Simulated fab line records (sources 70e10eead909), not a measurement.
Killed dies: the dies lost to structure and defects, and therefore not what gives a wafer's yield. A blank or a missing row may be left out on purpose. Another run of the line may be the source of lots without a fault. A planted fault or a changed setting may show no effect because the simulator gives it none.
Which tool did it? :: flow nand harc :: 21 wafers from 7 lots sampled at 2 of the route's 1302 steps

## WHAT THE GAUGES READ, wafer by wafer
NHARC_P_CONTACT_OVL_MEAS_13.
lot: L496
measured: day 6 22:16
on: overlay-01
overlay x nm (nm): 0.3 0.8 0.6

lot: L500
measured: day 8 22:03
on: overlay-02
overlay x nm (nm): -1.6 -1.7 -2.0

lot: L502
measured: day 9 21:03
on: overlay-01
overlay x nm (nm): 0.0 0.8 0.3

lot: L510
measured: day 12 22:23
on: overlay-02
overlay x nm (nm): -0.3 -1.0 -0.5

lot: L511
measured: day 13 14:47
on: overlay-02
overlay x nm (nm): 1.1 1.4 0.5

lot: L514
measured: day 14 21:14
on: overlay-01
overlay x nm (nm): 0.2 0.2 0.2

lot: L515
measured: day 15 12:44
on: overlay-01
overlay x nm (nm): -0.2 0.2 -0.2

## TOOL THAT RAN EACH LOT (tool first, then ch and the chambers of the sampled wafers, then the start)
lot: L496
NHARC_P_CONTACT_CMP_01: cmp-04 ch 0,1, day 6 21:28

lot: L500
NHARC_P_CONTACT_CMP_01: cmp-02 ch 0,1, day 8 21:08

lot: L502
NHARC_P_CONTACT_CMP_01: cmp-03 ch 0,1, day 9 20:08

lot: L510
NHARC_P_CONTACT_CMP_01: cmp-04 ch 0,3, day 12 21:29

lot: L511
NHARC_P_CONTACT_CMP_01: cmp-03 ch 1,2, day 13 13:52

lot: L514
NHARC_P_CONTACT_CMP_01: cmp-03 ch 1,2,3, day 14 20:21

lot: L515
NHARC_P_CONTACT_CMP_01: cmp-04 ch 0,1,3, day 15 11:50
- NHARC_P_CONTACT_CMP_01: polishes SiO2, target thk 200 nm.

## THE ANSWER, worked out from the rows above alone
Rule: the usual values come from the lots themselves. Put in order of their means at a reading, lots are off if they are a third of the lots or fewer, leave a main group of 4 or more, and stand apart from it by a gap of 3 or more times the standard deviation of the main group's means; of several such gaps the widest counts. Not used: any main group whose means are identical at the precision the tables above print for the reading. A lot without any number at a reading at which 4 lots or more have one is off too. All remaining lots with rows at the step are treated as sound.
Across all readings shown, no lot is off: no conclusion can be drawn from this.

## WHAT HAD BEEN PUT IN BY THE SIMULATOR
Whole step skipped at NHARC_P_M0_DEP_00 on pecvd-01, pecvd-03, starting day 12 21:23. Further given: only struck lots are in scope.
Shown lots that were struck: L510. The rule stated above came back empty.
